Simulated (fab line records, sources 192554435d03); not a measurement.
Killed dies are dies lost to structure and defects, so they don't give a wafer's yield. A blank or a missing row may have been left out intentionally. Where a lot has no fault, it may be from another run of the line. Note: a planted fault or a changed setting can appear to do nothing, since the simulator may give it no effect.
Split-lot trial / flow n5Finfet / 21 wafers read across 7 lots, on a route 1938 steps long

THE SPLIT ITSELF
At N5_HKMG_FIN_PEB_47 (peb time 60 s), the setting pebTimeS was moved away from the recipe's 60 s on 7 of the 21 wafers read, by -16.9% to +17.0%. The other wafers ran this setting at the recipe's value.

FROM THE SPLIT ON TO THE READING: in between, the file shows 1 step
- N5_HKMG_FIN_DEVELOP_48: develop time 30 s

THE READING
Shown in nm: cdNm at N5_HKMG_FIN_CD_MEAS_49, with target cd 202 nm. On this fab line, fault-free wafers typically give 201.5 nm with a standard deviation of 0.57 nm.

wafer=L077.2; tool, chamber at the split=lithoTrack-05, 0; pebTimeS as run, s=60; against the recipe=recipe; cdNm, nm=202.0; against lot-mates on the recipe=-
wafer=L077.3; tool, chamber at the split=lithoTrack-05, 0; pebTimeS as run, s=60; against the recipe=recipe; cdNm, nm=201.7; against lot-mates on the recipe=-
wafer=L077.5; tool, chamber at the split=lithoTrack-05, 0; pebTimeS as run, s=63.46; against the recipe=+5.8%; cdNm, nm=204.5; against lot-mates on the recipe=+2.7
wafer=L080.2; tool, chamber at the split=lithoTrack-04, 0; pebTimeS as run, s=60; against the recipe=recipe; cdNm, nm=201.6; against lot-mates on the recipe=-
wafer=L080.4; tool, chamber at the split=lithoTrack-04, 0; pebTimeS as run, s=65.26; against the recipe=+8.8%; cdNm, nm=203.5; against lot-mates on the recipe=+2.2
wafer=L080.6; tool, chamber at the split=lithoTrack-04, 0; pebTimeS as run, s=60; against the recipe=recipe; cdNm, nm=201.0; against lot-mates on the recipe=-
wafer=L083.3; tool, chamber at the split=lithoTrack-04, 0; pebTimeS as run, s=60; against the recipe=recipe; cdNm, nm=201.3; against lot-mates on the recipe=-
wafer=L083.5; tool, chamber at the split=lithoTrack-04, 0; pebTimeS as run, s=70.2; against the recipe=+17.0%; cdNm, nm=206.2; against lot-mates on the recipe=+5.0
wafer=L083.6; tool, chamber at the split=lithoTrack-04, 0; pebTimeS as run, s=60; against the recipe=recipe; cdNm, nm=201.1; against lot-mates on the recipe=-
wafer=L090.1; tool, chamber at the split=lithoTrack-04, 0; pebTimeS as run, s=60; against the recipe=recipe; cdNm, nm=201.0; against lot-mates on the recipe=-
wafer=L090.3; tool, chamber at the split=lithoTrack-04, 0; pebTimeS as run, s=60; against the recipe=recipe; cdNm, nm=201.7; against lot-mates on the recipe=-
wafer=L090.6; tool, chamber at the split=lithoTrack-04, 0; pebTimeS as run, s=60; against the recipe=recipe; cdNm, nm=201.6; against lot-mates on the recipe=-
wafer=L095.1; tool, chamber at the split=lithoTrack-02, 0; pebTimeS as run, s=60; against the recipe=recipe; cdNm, nm=201.6; against lot-mates on the recipe=-
wafer=L095.2; tool, chamber at the split=lithoTrack-02, 0; pebTimeS as run, s=60; against the recipe=recipe; cdNm, nm=202.7; against lot-mates on the recipe=-
wafer=L095.5; tool, chamber at the split=lithoTrack-02, 0; pebTimeS as run, s=60; against the recipe=recipe; cdNm, nm=202.0; against lot-mates on the recipe=-
wafer=L096.2; tool, chamber at the split=lithoTrack-02, 0; pebTimeS as run, s=65.62; against the recipe=+9.4%; cdNm, nm=205.1; against lot-mates on the recipe=+2.7
wafer=L096.3; tool, chamber at the split=lithoTrack-02, 0; pebTimeS as run, s=60; against the recipe=recipe; cdNm, nm=202.4; against lot-mates on the recipe=-
wafer=L096.6; tool, chamber at the split=lithoTrack-02, 0; pebTimeS as run, s=65.62; against the recipe=+9.4%; cdNm, nm=205.5; against lot-mates on the recipe=+3.1
wafer=L097.1; tool, chamber at the split=lithoTrack-02, 0; pebTimeS as run, s=49.85; against the recipe=-16.9%; cdNm, nm=194.7; against lot-mates on the recipe=-6.3
wafer=L097.2; tool, chamber at the split=lithoTrack-02, 0; pebTimeS as run, s=49.85; against the recipe=-16.9%; cdNm, nm=194.8; against lot-mates on the recipe=-6.2
wafer=L097.3; tool, chamber at the split=lithoTrack-02, 0; pebTimeS as run, s=60; against the recipe=recipe; cdNm, nm=201.0; against lot-mates on the recipe=-

THE FIT
A straight line over all 21 wafers: cdNm changes by +0.362 nm for each +1% of pebTimeS; r = +0.97; the points scatter about the line by 0.7 nm.
The same after taking each lot's own level away (the mean of its wafers on the recipe; 21 wafers): +0.338 nm for each +1%; r = +0.99; scatter 0.42 nm.
Per that fit: largest pebTimeS move, reading shift of 5.7 nm.
Across the lots, their own levels run from 201.00 to 202.40 nm, a range of 2.5 times the standard deviation given above.
Hence the lot-to-lot level has little effect on the slope; both slopes agree.
Check: with one of the wafers moved furthest among these (+17.0%) left out of the fit, the line predicts +5.87 nm for it against its lot-mates. It came out at +5 nm against them.

ADDITIONAL SPLITS CARRIED BY THESE WAFERS
Other splits were also applied to these wafers ahead of the reading. Each is held against what the fit with the lots' levels taken away leaves over:
other split on the same wafers=N5_WELL_APT_COAT_02 spinRpm; wafers away from the commonest value=8; r with cdNm (lot level and that fit taken away)=+0.09
other split on the same wafers=N5_WELL_APT_PEB_23 pebTimeS; wafers away from the commonest value=7; r with cdNm (lot level and that fit taken away)=+0.46
other split on the same wafers=N5_WELL_APT_DEVELOP_24 developTimeS; wafers away from the commonest value=8; r with cdNm (lot level and that fit taken away)=-0.21
other split on the same wafers=N5_FIN_SAQP_FIN_ETCH_36 icpW; wafers away from the commonest value=8; r with cdNm (lot level and that fit taken away)=+0.01
other split on the same wafers=N5_FIN_CUT_COAT_19 spinRpm; wafers away from the commonest value=6; r with cdNm (lot level and that fit taken away)=+0.27
other split on the same wafers=N5_DUMMY_GATE_ETCH_32 timeS; wafers away from the commonest value=10; r with cdNm (lot level and that fit taken away)=-0.12
other split on the same wafers=N5_SDB_ALD_29 aldCycles; wafers away from the commonest value=3; r with cdNm (lot level and that fit taken away)=+0.23

THE WHOLE CHAIN: every reading that the file lists as answering this split, in the file's order
step=N5_HKMG_FIN_CD_MEAS_49; what it does=target cd 202 nm; reading=cdNm; change (the file's fit)=+0.325 nm for each +1% of the setting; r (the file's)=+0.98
step=N5_HKMG_FIN_ETCH_54; what it does=etches SiARC in CF4, target depth 45.5 nm, time 75.8 s; reading=HKMG_FIN.cdOffsetNm (the simulator's own value, which no gauge read); change (the file's fit)=+0.305 nm for each +1% of the setting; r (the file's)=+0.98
step=N5_HKMG_FIN_ETCH_58; what it does=etches SOC in N2/H2, target depth 215.8 nm, time 741 s; reading=HKMG_FIN.cdOffsetNm (the simulator's own value, which no gauge read); change (the file's fit)=+0.293 nm for each +1% of the setting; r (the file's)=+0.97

FILE'S OWN FIT
cdNm changes by +0.325 nm for each +1% of pebTimeS, r = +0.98.
